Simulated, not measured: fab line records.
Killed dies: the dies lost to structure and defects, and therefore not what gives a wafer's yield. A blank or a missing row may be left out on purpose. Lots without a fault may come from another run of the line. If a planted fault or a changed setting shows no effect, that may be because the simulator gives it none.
Matching of chambers | flow nandHarc | NHARC_THIN_TSV_ETCH_15 on rieSi-03 has 4 sister chambers
The step target depth 3000 nm, bosch target overetch cycles 2, bosch etch step 2.8 s. 4 wafers are shown with their chamber, then 7 later ones without.

== EACH WAFER AND ITS CHAMBER ==
wafer  | chamber | drypumpMotorCurrentA (A)
L857.2 | 1       | 6.5
L857.6 | 0       | 4.8
L861.1 | 2       | 5.9
L861.2 | 3       | 5.4

== WAFERS WITHOUT THEIR CHAMBER ==
wafer  | drypumpMotorCurrentA (A)
L861.3 | 6.5
L866.1 | 5.5
L866.5 | 5.9
L866.6 | 5.5
L873.2 | 4.9
L873.4 | 5.9
L873.5 | 6.4

== WHICH CHAMBER EACH ONE RAN IN ==
wafer  | from the rows above | in truth
L861.3 | 1                   | 1
L866.1 | 3                   | 3
L866.5 | 2                   | 2
L866.6 | 3                   | 3
L873.2 | 0                   | 0
L873.4 | 2                   | 2
L873.5 | 1                   | 1
Placed correctly: 7 of 7. From these rows, 0 cannot be placed. Number placed wrongly: 0.
How it was worked out, from the rows above alone: a wafer's distance from a chamber is the root of the sum, over the readings, of the square of ((its reading less the chamber's mean) divided by the reading's scatter). The wafer belongs to the nearest chamber; if the next one is less than 2 further off, it can't be placed. A chamber's mean is the mean of its shown wafers. The scatter (one wafer shown for each chamber): square how far every hidden wafer sits from the nearest shown wafer, average those squares and take the square root.
